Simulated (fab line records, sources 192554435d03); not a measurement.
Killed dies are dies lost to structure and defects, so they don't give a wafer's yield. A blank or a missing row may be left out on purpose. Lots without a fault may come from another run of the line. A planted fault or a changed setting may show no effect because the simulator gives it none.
fab line records | flow n5_finfet
record lots=7 wafers=21
route steps=1938 shown BEOL_M15@1775 MIM_TOP@1838 TV_OPEN@1888 PAD_METAL@1896 PASSIVATION@1930
start_h: hours from the record's first day to the start of the lot's first wafer shown | wait_h: hours since the lot's step before | " the same as in the row above | L1.1+2: a row that stands for several wafers | - no value, or no start given | * or withheld: withheld | < > ~ a bound
route shown NAME@n: a module of which the file shows steps, and the number in the route of the first | usual: mean/standard deviation of fault-free wafers | same: alike in all rows | chamber/n: place in a boat | sites: the reading at each site | _std_site: their standard deviation | _edge_site: outer sites' mean less inner sites' | radius_mm: how far each site lies from the wafer's centre | mask NAME#n: copy n | behind: the tool/chamber that last shaped the wafer | hold: why the lot was held/for how many hours/how that ended | device: the transistor (n, p or np) that didn't switch | end of line: the same wafers' tests at the end of the route | a step without rows: its recipe alone | killed: dies lost to structure and defects at the first sort, not the wafer's yield | map: a wafer's dies, x killed, . not, _ none there
set.NAME: the setting as run; set.NAME@STEP: as run at that earlier step | model.NAME: the simulator's own value behind a step, which no gauge read
lots whose settings were changed on purpose; a table a step, a row a wafer
## steps
# step N5_BEOL_M15_COAT_58
# recipe resist=BARC temp_c=205 time_s=60 spin_rpm=1500 resist_thk_nm=89
# columns lot.wafer tool chamber start_h wait_h set.spin_rpm model.BARC_of_BEOL_M15_COAT_58.thk_nm
L080.2 litho_track-03 0 289.58 0.0 1500 89
L080.3 " 0 " " 1500 88.8
L080.4 " 0 " " 1333 94.2
L081.1+4 litho_track-03 0 309.85 0.0 1658 84.6
L081.5 " 0 " " 1500 89
L085.1 litho_track-02 0 310.36 0.0 1500 89
L085.2+5 " 0 " " 1500 88.8
L086.2 litho_track-03 0 316.85 0.0 1629 85.6
L086.4 " 0 " " 1500 89.4
L086.6 " 0 " " 1500 89.2
L088.3 litho_track-04 0 342.21 0.0 1500 89.4
L088.4+5 " 0 " " 1500 89.2
L089.3 litho_track-02 0 346.53 0.0 1500 88.8
L089.4 " 0 " " 1583 86.4
L089.6 " 0 " " 1500 89
L097.1 litho_track-02 0 383.88 0.0 1500 89.4
L097.3 " 0 " " 1500 89.2
L097.6 " 0 " " 1600 86.6
# step N5_BEOL_M15_COAT_04
# recipe spin_rpm=1704 resist_thk_nm=800
# step N5_BEOL_M15_EBR_06
# recipe solvent=PGMEA ebr_width_mm=1.5
# step N5_BEOL_M15_DESCUM_15
# recipe chemistry=O2 time_s=7.9 source_power_w=50 bias_power_w=20 pressure_mtorr=20 rf_frequency_hz=2.712e+07 temp_c=40 o2_flow_sccm=225
# step N5_BEOL_M15_ETCH_59
# recipe chemistry=N2/H2 target=BARC target_depth_a=890 overetch_a=267 time_s=67.9 ion_energy_ev=200 pressure_mtorr=30 source_w=840 bias_w=150 n2_flow_sccm=200 h2_flow_sccm=200
# columns lot.wafer tool chamber start_h wait_h set.spin_rpm@BEOL_M15_COAT_58 model.etch.depth_nm
L080.2 rie_diel-01 3 290.10 0.0 1500 89.01
L080.3 " 0 " " 1500 88.85
L080.4 " 2 " " 1333 94.2
L081.1 rie_diel-04 3 311.25 0.0 1658 84.57
L081.4 " 2 " " 1658 84.7
L081.5 " 0 " " 1500 89.05
L085.1 rie_diel-04 0 312.20 0.0 1500 88.9
L085.2 " 3 " " 1500 88.71
L085.5 " 3 " " 1500 88.83
L086.2 rie_diel-04 1 317.37 0.0 1629 85.57
L086.4 " 0 " " 1500 89.32
L086.6 " 3 " " 1500 89.28
L088.3 rie_diel-01 1 342.60 0.0 1500 89.39
L088.4+5 " 3,2 " " 1500 89.29
L089.3 rie_diel-03 0 346.92 0.0 1500 88.8
L089.4 " 3 " " 1583 86.46
L089.6 " 3 " " 1500 89.08
L097.1 rie_diel-03 0 384.27 0.0 1500 89.39
L097.3 " 2 " " 1500 89.29
L097.6 " 1 " " 1600 86.52
# step N5_MIM_TOP_SPUTTER_03
# recipe material=TiN target_thk_a=350 temp_c=200 power_w=3000 chamber_pressure_pa=0.49996 gas=Ar reactive_partial_pa=0.37997 time_s=89.7
# columns lot.wafer tool chamber start_h wait_h set.time_s model.TiN_of_MIM_TOP_SPUTTER_03.thk_nm
L080.2 pvd_sputter-03 - 304.94 0.0 101.6 39
L080.3 " - " " 89.7 34.4
L080.4 " - " " 89.7 34.2
L081.1 pvd_sputter-02 - 322.85 0.0 89.7 35.2
L081.4 " - " " 93.28 36.4
L081.5 " - " " 93.28 36.6
L085.1 pvd_sputter-02 - 323.37 0.0 89.7 34.8
L085.2 " - " " 89.7 34.6
L085.5 " - " " 89.7 35
L086.2+4 pvd_sputter-02 - 333.86 0.0 89.7 35.2
L086.6 " - " " 89.7 34.6
L088.3 pvd_sputter-01 - 352.76 0.0 84.05 33
L088.4 " - " " 89.7 35.4
L088.5 " - " " 89.7 35.2
L089.3+6 pvd_sputter-01 - 358.77 0.0 89.7 35
L089.4 " - " " 89.7 34.8
L097.1 pvd_sputter-02 - 393.15 0.0 81.45 31.6
L097.3 " - " " 89.7 35
L097.6 " - " " 81.45 31.4
# step N5_PASSIVATION_VIA_ETCH_13
# recipe chemistry=CHF3/O2 target=SiO2 target_depth_a=6600 CHF3_flow_sccm=50 O2_flow_sccm=5 Ar_flow_sccm=200 time_s=330 mask_material=PR pressure_mtorr=30 source_w=650 bias_w=170 ion_energy_ev=200 ends=cleared
# usual etch_rf_on_time_s=236/4.3 rf_vpp_V=526/5
# columns lot.wafer tool chamber start_h wait_h set.bias_w etch_rf_on_time_s rf_vpp_V
L080.2 rie_diel-04 2 309.78 0.0 198.5 222 591
L080.3 " 0 " " 198.5 226 606
L080.4 " 3 " " 170 245 518
L085.1 rie_diel-01 1 329.10 0.0 170 238 530
L085.2 " 3 " " 170 233 530
L085.5 " 3 " " 170 235 530
L081.1 rie_diel-03 1 329.54 0.0 170 229 522
L081.4 " 2 " " 159.4 240 495
L081.5 " 1 " " 170 233 520
L086.2 rie_diel-04 0 337.47 0.0 197.8 221 603
L086.4 " 1 " " 170 238 528
L086.6 " 2 " " 170 236 521
L088.3 rie_diel-01 1 357.54 0.0 170 238 530
L088.4 " 0 " " 170 241 525
L088.5 " 2 " " 152.9 244 479
L089.3 rie_diel-03 2 361.57 0.0 170 237 519
L089.4 " 0 " " 170 234 524
L089.6 " 3 " " 170 240 524
L097.1 rie_diel-04 2 396.56 0.0 170 236 521
L097.3 " 1 " " 199.1 227 598
L097.6 " 0 " " 199.1 229 607
# step N5_PASSIVATION_AL_DEP_21
# recipe material=Al target_thk_a=28000 temp_c=400 time_s=170 power_w=30000 chamber_pressure_pa=0.4 gas=Ar
# columns lot.wafer tool chamber start_h wait_h set.time_s model.Al_of_PASSIVATION_AL_DEP_21.thk_nm
L080.2 pvd_sputter-01 - 310.74 0.1 170 2862
L080.3 " - " " 158.1 2639
L080.4 " - " " 170 2857
L085.1 pvd_sputter-03 - 329.73 0.1 170 2821
L085.2 " - " " 170 2839
L085.5 " - " " 170 2830
L081.1 pvd_sputter-03 - 330.87 0.1 190.2 3230
L081.4 " - " " 170 2892
L081.5 " - " " 190.2 3201
L086.2 pvd_sputter-02 - 338.07 0.1 170 2812
L086.4 " - " " 170 2813
L086.6 " - " " 194 3208
L088.3 pvd_sputter-03 - 358.50 0.1 192.1 3184
L088.4 " - " " 170 2812
L088.5 " - " " 192.1 3171
L089.3 pvd_sputter-03 - 362.34 0.1 155.6 2556
L089.4 " - " " 155.6 2570
L089.6 " - " " 170 2811
L097.1 pvd_sputter-01 - 397.38 0.1 170 2727
L097.3 " - " " 187.5 3020
L097.6 " - " " 170 2732
# step N5_PASSIVATION_ETCH_54
# recipe chemistry=CHF3/O2 target=SiO2 target_depth_a=8800 CHF3_flow_sccm=50 O2_flow_sccm=5 Ar_flow_sccm=200 time_s=440 mask_material=PR pressure_mtorr=30 source_w=650 bias_w=170 ion_energy_ev=200
# usual rf_vpp_V=523/4.5
# columns lot.wafer tool chamber start_h wait_h set.source_w rf_vpp_V model.etch.depth_nm model.PASSIVATION.feature_depth_nm
L080.2 rie_diel-06 3 313.82 0.1 650 524 860.8 860.8
L080.3 " 0 " " 650 528 880.5 880.4
L080.4 " 1 " " 650 527 864.8 864.8
L081.1 rie_diel-02 0 333.71 0.1 740.8 496 921.4 921.4
L081.4 " 2 " " 740.8 498 905.7 905.8
L081.5 " 0 " " 650 527 873.6 873.6
L085.1 rie_diel-06 1 333.95 0.1 650 527 860.6 860.6
L085.2 " 3 " " 650 524 861.3 861.4
L085.5 " 1 " " 650 529 866 866
L086.2 rie_diel-05 2 340.88 0.1 650 520 883.2 883.2
L086.4 " 0 " " 650 520 889.1 889
L086.6 " 2 " " 650 522 880.5 880.4
L088.3 rie_diel-02 1 361.39 0.1 650 520 855 855
L088.4 " 0 " " 765.2 485 923.7 923.6
L088.5 " 0 " " 650 527 869.9 869.8
L089.3 rie_diel-06 1 365.36 0.1 650 527 867.8 867.8
L089.4 " 0 " " 650 528 876.7 876.8
L089.6 " 2 " " 650 521 877.5 877.4
L097.1 rie_diel-05 2 400.62 0.1 650 520 871.9 871.8
L097.3 " 3 " " 650 515 894.1 894
L097.6 " 0 " " 729.6 491 918.3 918.2
## key
split step=N5_BEOL_M15_COAT_58 setting=spin_rpm stated=1500 by=wafer
response step=N5_BEOL_M15_COAT_58 reading=model.BARC_of_BEOL_M15_COAT_58.thk_nm change=-0.44 per=1% r=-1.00
response step=N5_BEOL_M15_ETCH_59 reading=model.etch.depth_nm change=-0.442 per=1% r=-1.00
split step=N5_MIM_TOP_SPUTTER_03 setting=time_s stated=89.7 by=wafer
response step=N5_MIM_TOP_SPUTTER_03 reading=model.TiN_of_MIM_TOP_SPUTTER_03.thk_nm change=+0.361 per=1% r=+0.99
split step=N5_PASSIVATION_VIA_ETCH_13 setting=bias_w stated=170 by=wafer
response step=N5_PASSIVATION_VIA_ETCH_13 reading=etch_rf_on_time_s change=* per=1% r=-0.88
response step=N5_PASSIVATION_VIA_ETCH_13 reading=rf_vpp_V change=+4.78 per=1% r=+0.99
split step=N5_PASSIVATION_AL_DEP_21 setting=time_s stated=170 by=wafer
response step=N5_PASSIVATION_AL_DEP_21 reading=model.Al_of_PASSIVATION_AL_DEP_21.thk_nm change=+28.3 per=1% r=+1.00
split step=N5_PASSIVATION_ETCH_54 setting=source_w stated=650 by=wafer
response step=N5_PASSIVATION_ETCH_54 reading=rf_vpp_V change=-2.13 per=1% r=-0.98
response step=N5_PASSIVATION_ETCH_54 reading=model.etch.depth_nm change=+3.15 per=1% r=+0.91
response step=N5_PASSIVATION_ETCH_54 reading=model.PASSIVATION.feature_depth_nm change=+3.15 per=1% r=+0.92
